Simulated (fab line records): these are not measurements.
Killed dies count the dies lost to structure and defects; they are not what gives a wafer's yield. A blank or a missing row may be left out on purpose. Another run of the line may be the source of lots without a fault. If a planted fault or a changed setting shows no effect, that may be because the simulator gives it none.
Matching of chambers	flow n5 finfet	N5_BEOL_M5_CURE_79 on uv cure-03: 3 sister chambers
The step cures SiCOH lowk, time 240 s. 24 wafers are shown with their chamber, then 11 later ones without.

== WAFERS WITH THEIR CHAMBER ==
wafer	chamber	wafer_temp_C_max	lamp power pct (%)
L075.1	2	387.4	52.32
L075.2	2	387.3	52.41
L075.5	2	388.3	52.36
L079.3	2	387.7	52.35
L079.4	2	388.1	52.18
L079.6	2	387.6	52.36
L081.2	0	387.7	52.33
L081.4	0	387.3	52.31
L081.5	0	386.8	52.30
L083.3	1	386.3	52.30
L083.5	1	386.7	52.27
L083.6	1	386.5	52.45
L085.3	0	387.6	52.30
L085.4	0	386.5	52.27
L085.5	0	386.7	52.24
L088.1	0	387.0	52.35
L088.4	0	386.7	52.33
L088.6	0	387.2	52.28
L090.3	1	386.3	52.26
L090.4	1	385.9	52.25
L090.6	1	386.8	52.32
L091.2	0	387.4	52.35
L091.4	0	387.1	52.29
L091.6	0	387.1	52.26

SIGNATURES, as means of the wafers listed above
reading	chamber 0	chamber 1	chamber 2	scatter within a chamber
wafer_temp_C_max	387.092	386.417	387.733	0.367
lamp power pct	52.3008	52.3083	52.3300	0.0586
Rule: a wafer's distance from a chamber is the root of the sum, over the readings, of the square of ((its reading less the chamber's mean) divided by the reading's scatter). The wafer belongs to the nearest chamber; if the next one is less than 2 further off, it can't be placed. How the scatter is found: for the shown wafers, subtract from each reading the mean of its chamber, square and add these, divide the total by (wafers less chambers), then take the root.

== WAFERS WITH NO CHAMBER GIVEN ==
wafer	wafer_temp_C_max	lamp power pct (%)
L093.5	386.9	52.26
L093.6	386.9	52.31
L092.4	386.6	52.27
L092.5	387.5	52.30
L092.6	386.1	52.27
L095.2	386.4	52.27
L095.3	387.5	52.35
L095.4	386.4	52.38
L097.1	386.8	52.32
L097.2	387.0	52.39
L097.3	386.1	52.25

== CHAMBER TAKEN BY EACH ==
wafer	from the rows above	in truth
L093.5	can't be placed: 0 or 1 or 2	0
L093.6	can't be placed: 0 or 1 or 2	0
L092.4	can't be placed: 1 or 0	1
L092.5	can't be placed: 2 or 0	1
L092.6	can't be placed: 1 or 0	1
L095.2	can't be placed: 1 or 0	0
L095.3	can't be placed: 2 or 0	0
L095.4	can't be placed: 1 or 0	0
L097.1	can't be placed: 0 or 1 or 2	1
L097.2	can't be placed: 0 or 1 or 2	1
L097.3	can't be placed: 1 or 0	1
0 of 11 placed correctly. These rows do not allow placing 11 (true chamber among the candidates in 10). Wrongly placed: 0.
